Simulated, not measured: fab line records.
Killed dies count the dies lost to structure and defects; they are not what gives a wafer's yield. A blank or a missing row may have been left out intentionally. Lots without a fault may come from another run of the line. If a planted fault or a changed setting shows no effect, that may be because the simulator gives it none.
Chamber matching | flow nandHarc | 4 sister chambers for NHARC_P_BONDPAD_DESCUM_11 on rieDiel-06
The step chemistry O2, time 3 s. 8 wafers are shown with their chamber, then 12 later ones without.

EACH WAFER AND ITS CHAMBER
wafer  | chamber | rfVppV (V) | oesProductAu (a.u.)
L083.1 | 2       | 57.4       | 0.999
L083.4 | 0       | 58.0       | 1.010
L085.1 | 0       | 58.8       | 1.006
L085.2 | 3       | 57.1       | 0.991
L085.4 | 2       | 57.7       | 0.997
L086.1 | 1       | 58.1       | 1.008
L086.4 | 3       | 58.7       | 0.991
L086.5 | 1       | 57.7       | 0.999

WAFERS WITHOUT THEIR CHAMBER
wafer  | rfVppV (V) | oesProductAu (a.u.)
L087.1 | 57.4       | 0.993
L087.2 | 59.1       | 1.003
L087.4 | 56.3       | 1.001
L089.1 | 59.4       | 1.003
L089.2 | 59.7       | 1.006
L089.5 | 58.0       | 1.002
L092.1 | 59.6       | 0.994
L092.3 | 57.3       | 1.003
L092.4 | 57.4       | 0.994
L096.1 | 60.2       | 0.998
L096.2 | 57.8       | 0.990
L096.4 | 59.6       | 0.994

EACH ONE'S CHAMBER
wafer  | from the rows above               | in truth
L087.1 | can't be placed: 3 or 2           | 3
L087.2 | can't be placed: 0 or 1 or 2      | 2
L087.4 | can't be placed: 2 or 1 or 3 or 0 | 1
L089.1 | can't be placed: 0 or 1 or 2      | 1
L089.2 | can't be placed: 0 or 1 or 2      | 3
L089.5 | can't be placed: 1 or 2 or 0      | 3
L092.1 | can't be placed: 3 or 2 or 1 or 0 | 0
L092.3 | can't be placed: 1 or 2 or 0      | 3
L092.4 | can't be placed: 3 or 2 or 1      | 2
L096.1 | can't be placed: 1 or 0 or 3 or 2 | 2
L096.2 | can't be placed: 3 or 2           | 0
L096.4 | can't be placed: 3 or 2 or 1 or 0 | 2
Correct placement for 0 of the 12. Not placeable from these rows: 12 (in 8, the candidates include the true chamber). Wrongly placed: 0.
How it was worked out, from the rows above alone: a wafer's distance from a chamber is the root of the sum, over the readings, of the square of ((its reading less the chamber's mean) divided by the reading's scatter). The wafer belongs to the nearest chamber; if the next one is less than 2 further off, it can't be placed. Each chamber's mean is taken over the wafers shown for it. The scatter: the root of (the sum of the squares of (reading less its chamber's mean) over the shown wafers, divided by (wafers less chambers)).
